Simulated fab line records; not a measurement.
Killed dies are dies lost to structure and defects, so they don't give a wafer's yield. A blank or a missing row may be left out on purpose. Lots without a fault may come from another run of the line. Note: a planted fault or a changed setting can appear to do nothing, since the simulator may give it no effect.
Struck lot and sound lot, side by side    flow n5-finfet    45 steps out of a route of 1938
Sound: wafers L660.2, L660.3, L660.5. Struck: wafer L672.4 (left out: L672.3, a lot-mate that was not struck); the cause follows at the end.
At each step with rows: each side's tool, then ch and its chambers, then its first start. Under that, the readings that differ: sound wafers    struck wafers    difference of the means    sigmas: that difference in standard deviations of wafers without a fault.
alike: words and numbers the same on both sides, and readings whose means are apart by under 2 such deviations; not compared: readings that were withheld, readings missing a value for some wafer, numbers with overlapping values and no deviation given by the record, and bounds like >300 which may hide the same value.
A row with sigmas, a row that says differs or no value, or rows on one side alone: a step with any of these is where the two part. Non-overlapping numbers with no deviation appear without sigmas and do not part them. A reading that every wafer of one side lacks parts them only if that side has two wafers or more.

first, 4 steps without rows for these wafers: N5_BEOL_M10_SPUTTER_48 (material Cu, target thk 12 nm, time 2 s); N5_BEOL_M10_ECD_50 (material Cu, target thk 318 nm); N5_BEOL_M10_ANNEAL_51 (time 90 s); N5_BEOL_M10_CMP_52 (polishes, stops on SiCOH lowk, t overpolish 7 s, target thk 140 nm).
N5_BEOL_M10_THK_MEAS_53: measures by xrf.
  sound on film-metro-01 at day 11 14:15; struck on film-metro-02 at day 14 01:43
  alike: M10_THK
then, 2 steps without rows for these wafers: N5_BEOL_M10_PRE_CLEAN_55 (time 15 s); N5_BEOL_M10_DEP_56 (deposits SiCN from 3MS/NH3, target thk 15 nm, time 26.5 s).
N5_BEOL_M10_RS_MEAS_57: a four-point-probe measurement.
  sound on film-metro-01 at day 11 14:23; struck on film-metro-02 at day 14 01:50
  alike: M10_RS
N5_BEOL_M10_INSPECT_58: inspects for defects (darkfield).
  sound on defect-inspect-01 at day 11 14:25; struck on defect-inspect-02 at day 14 01:52
reading           sound     struck  difference  sigmas
raw-defect-count  70 29 54  99      +48         +2
N5_BEOL_M11_ILD_DEP_00: deposits SiCOH lowk from DEMS/porogen, target thk 308.51 nm, time 58 s.
  sound on pecvd-02 ch 0,1, day 11 14:27; struck on pecvd-02 ch 1, day 14 01:54
  alike: heater-power-outer-w, heater-power-w, showerhead-plenum-p-Torr, susceptor-temp-C, throttle-valve-pct
N5_BEOL_M11_CURE_71: cures SiCOH lowk, time 240 s.
  sound on uv-cure-03 ch 0, day 11 14:37; struck on uv-cure-01 ch 1, day 14 02:08
  alike: lamp-power-pct, wafer_temp_C_max
N5_BEOL_M11_THK_MEAS_01:
  sound on film-metro-01 at day 11 15:02; struck on film-metro-02 at day 14 02:30
  alike: M11_ILD_THK
N5_BEOL_M11_PECVD_70: deposits SiO2 from TEOS/O2, target thk 20 nm, time 22.7 s.
  sound on pecvd-03 ch 0,1,2, day 11 15:05; struck on pecvd-04 ch 1, day 14 02:32
reading                                      sound           struck  difference  sigmas
model.SiO2_of_BEOL_M11_PECVD_70.thk-nm (nm)  20.4 20.2 20.8  22      +2          
  alike: heater-power-outer-w, heater-power-w, showerhead-plenum-p-Torr, susceptor-temp-C, throttle-valve-pct
N5_BEOL_M11_HM_DEP_02: deposits TiN, target thk 20 nm.
  sound on pvd-sputter-01 at day 11 17:43; struck on pvd-sputter-03 at day 14 03:01
  alike: susceptor-temp-C, throttle-valve-pct
then, 8 steps without rows for these wafers: N5_BEOL_M11_COAT_59 (time 60 s, resist thk 100 nm); N5_BEOL_M11_COAT_60 (time 60 s, resist thk 30 nm); N5_BEOL_M11_COAT_05 (resist thk 90 nm); N5_BEOL_M11_EBR_07; N5_BEOL_M11_SOFTBAKE_06 (time 60 s); N5_BEOL_M11_EXPOSE_08 (exposes mask M11); N5_BEOL_M11_PEB_09 (peb time 60 s); N5_BEOL_M11_DEVELOP_10 (develop time 30 s).
N5_BEOL_M11_CD_MEAS_11 targets a cd of 64.1 nm.
  sound on cd-sem-01 ch 0, day 11 18:05; struck on cd-sem-01 ch 0, day 14 03:23
  alike: cd-nm
N5_BEOL_M11_OVL_MEAS_12:
  sound on overlay-01 ch 0, day 11 18:07; struck on overlay-02 ch 0, day 14 03:25
reading       sound        struck  difference  sigmas
M11_OVL (nm)  0.9 2.2 1.2  -1.2    -2.6        -4
N5_BEOL_M11_INSPECT_13: inspects for defects (brightfield).
  sound on defect-inspect-02 at day 11 18:09; struck on defect-inspect-01 at day 14 03:26
  alike: raw-defect-count
then, 2 steps without rows for these wafers: N5_BEOL_M11_DESCUM_16 (chemistry O2, time 7.9 s); N5_BEOL_M11_ETCH_61 (etches SiARC in CF4, target depth 39 nm, time 65 s).
N5_BEOL_M11_ETCH_62: etches SOC in N2/H2, target depth 110 nm, overetch 22 nm, time 165 s.
  sound on rie-diel-03 ch 0,2, day 11 18:16; struck on rie-diel-05 ch 2, day 14 03:33
reading                      sound        struck  difference  sigmas
drypump-motor-current-A (A)  5.9 5.1 5.0  6.8     +1.5        +3
  alike: n2-flow-sccm, oes-product-au, rf-vpp-V, showerhead-plenum-p-Torr, throttle-valve-pct
  not compared: rf-hours-counter-h
then, 2 steps without rows for these wafers: N5_BEOL_M11_STRIP_68 (strips in N2/H2); N5_BEOL_M11_STRIP_67 (strips in CF4).
N5_BEOL_M11_HM_OPEN_17: chemistry Cl2/BCl3, target TiN, target depth 20 nm, overetch 6 nm.
  sound on rie-metal-02 ch 1, day 11 18:27; struck on rie-metal-01 ch 0, day 14 03:46
  alike: drypump-motor-current-A, oes-product-au, throttle-valve-pct
  not compared: rf-hours-counter-h
then, 1 step without rows for these wafers: N5_BEOL_M11_STRIP_19 (strips in O2).
N5_BEOL_M11_CD_MEAS_18: pitch 140 nm, target cd 70 nm.
  sound on cd-sem-03 at day 11 18:38; struck on cd-sem-02 at day 14 03:55
  alike: cd-nm
then, 8 steps without rows for these wafers: N5_BEOL_M11_COAT_63 (time 60 s, resist thk 100 nm); N5_BEOL_M11_COAT_64 (time 60 s, resist thk 30 nm); N5_BEOL_M11_COAT_22 (resist thk 90 nm); N5_BEOL_M11_EBR_24; N5_BEOL_M11_SOFTBAKE_23 (time 60 s); N5_BEOL_M11_EXPOSE_25 (exposes mask V10); N5_BEOL_M11_PEB_26 (peb time 60 s); N5_BEOL_M11_DEVELOP_27 (develop time 30 s).
N5_BEOL_M11_CD_MEAS_28 targets a cd of 70 nm.
  sound on cd-sem-01 ch 0, day 11 19:03; struck on cd-sem-02 ch 0, day 14 07:49
  alike: cd-nm
N5_BEOL_M11_HM_STRIP_39: strips TiN in peroxide tin strip, target depth 25 nm, time 158 s.
  sound on wet-bench-05 ch 0,2,5, day 11 19:40; struck on wet-bench-01 ch 3, day 14 08:26
reading                                      sound         struck  difference  sigmas
model.SiO2_of_BEOL_M11_PECVD_70.thk-nm (nm)  20.2 20 20.6  21.8    +1.5        
N5_BEOL_M11_CMP_52: polishes, stops on SiCOH lowk, t overpolish 7 s, target thk 140 nm.
  sound on cmp-02 ch 1,2,3, day 11 21:39; struck on cmp-01 ch 2, day 14 10:57
reading                       sound           struck  difference  sigmas
barrier-field-endpoint-s (s)  30.6 29.1 30.5  31.7    +1.6        +2
motor-current-A (A)           6.1 4.8 5.5     6.8     +1.3        +2
N5_PASSIVATION_PROBE_49:
  sound on prober-02 at day 13 09:40; struck on prober-02 at day 15 19:29
  alike: defect-limited-yield, killed_at_M0_to_M3, killed_at_M4_up, killed-at-contacts, killed-at-front-end, killed-at-other, killed-dies, killed-open, killed-short, sort_bin_5_function, sort_bin_6_memory, sort-n-pass, sort-yield-pct

WHERE THEY PART
Earliest at N5_BEOL_M10_INSPECT_58; latest, in this record, at N5_BEOL_M11_CMP_52. Later steps at which nothing parts them and some readings are alike: N5_PASSIVATION_PROBE_49.

WHY: what the simulator had put in
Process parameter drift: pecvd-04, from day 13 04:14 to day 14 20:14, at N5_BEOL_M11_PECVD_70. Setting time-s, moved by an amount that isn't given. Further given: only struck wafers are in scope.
